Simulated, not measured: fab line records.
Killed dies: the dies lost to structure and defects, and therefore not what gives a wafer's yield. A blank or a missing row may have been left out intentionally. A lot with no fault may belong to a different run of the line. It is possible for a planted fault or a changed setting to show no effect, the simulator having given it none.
8D (eight disciplines) problem report, filled in by code -- flow n5Finfet -- the parts of the form that need people (team, actions taken, sign-off) are left out

== 1. WHAT IS WRONG ==
trenchDepthNm at N5_STI_FIN_REVEAL_FIN_H_MEAS_10 reads a mean of 56.6 nm on 3 wafers of 3 lots; wafers without a fault read 52.1 nm with a standard deviation of 0.82. That is +5.5 standard deviations from the usual mean.
Earliest sighting: wafer L589.5 on ocd-01 at day 6 12:44. The record has a number at this step for 27 wafers belonging to 10 lots. The rule behind "out" and "out of limits": a value lying over 4 standard deviations away from the usual mean. The other wafers with a number count as sound.

== 2. WHAT IT IS; WHAT IT IS NOT ==
question,is,is not
which readings at this step,trenchDepthNm,-
which lots,"L589, L591, L592","L576, L578, L579, L582, L583, L587, L594"
which wafers of those lots,"L589.5, L591.5, L592.2","L589.1, L591.6, L592.1"
read on which gauges,ocd-01,ocd-02
when,from day 6 12:44,"up to then (19 sound wafers); but 5 sound wafers of L591, L592, L594 came after"

== 3. WHAT RULES OUT EACH SUSPECT ==
Counting: any tool at a process step up to the reading remains a suspect provided it ran every lot that is out. Sound lots after the first of them don't rule it out here, since some wafers of a struck lot are sound.
- the gauge at N5_STI_FIN_REVEAL_FIN_H_MEAS_10: kept. All the wafers that are out were read on ocd-01, and no step on other tools shows them out.
- vaporEtch-01 at N5_STI_FIN_REVEAL_RECESS_09 (chemistry HF/NH3, target SiO2, afs cycles 11, target depth 42.5 nm, sublimation time 60 s): kept. It ran every lot that is out, first L589 (day 6 10:02); its last sound lot up to then is L587 (day 5 23:19).
- The sound lot-mates ran in chamber 0 of vaporEtch-01 at N5_STI_FIN_REVEAL_RECESS_09, but the wafers that are out ran in chamber 1.
What counting leaves: vaporEtch-01 at N5_STI_FIN_REVEAL_RECESS_09 and ocd-01 at N5_STI_FIN_REVEAL_FIN_H_MEAS_10.

== 4. THE CAUSE (what the simulator had put in) ==
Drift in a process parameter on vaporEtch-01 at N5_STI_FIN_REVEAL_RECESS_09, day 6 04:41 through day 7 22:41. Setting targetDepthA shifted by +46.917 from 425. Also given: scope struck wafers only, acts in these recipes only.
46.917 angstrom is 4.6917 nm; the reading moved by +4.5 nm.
2 suspects survive the count, and this tool is in that group.

== 5. SEQUENCE OF EFFECTS, ordered by route ==
One row per reading whose mean, taken over the struck wafers that have a number, lies over 3 standard deviations from the usual. Readings are gone through only where the record gives a usual standard deviation; hours: the median, over the lots, of the time from a lot's start at the first step in this table giving one to that lot's start at this step; sigmas: the change measured in usual standard deviations.
hours,step,reading,usual,on struck wafers,change,sigmas
0,N5_STI_FIN_REVEAL_FIN_H_MEAS_10,trenchDepthNm,52.1 nm,56.6,+4.5,+5.5
149,N5_BEOL_M4_RC_MEAS_101,ION_N,680 uA/um,717,+37,+3.4
149,N5_BEOL_M4_RC_MEAS_101,ION_P,464 uA/um,493,+29,+3.8

== 6. WHAT WOULD HAVE CAUGHT IT SOONER ==
8 hours passed between the start of the fault at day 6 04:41 and the first reading out of limits at a measuring or inspecting step in this record, taken at day 6 12:44.
Of the tool readings at N5_STI_FIN_REVEAL_RECESS_09 for which the record gives a usual standard deviation, none was out on any struck wafer, so an alarm limit of 4 standard deviations on them would not have fired.
Lots out: 3; of these, L591, L592 started N5_STI_FIN_REVEAL_RECESS_09 on vaporEtch-01 after day 6 12:44. A hold on the tool at that time would have spared those 2.
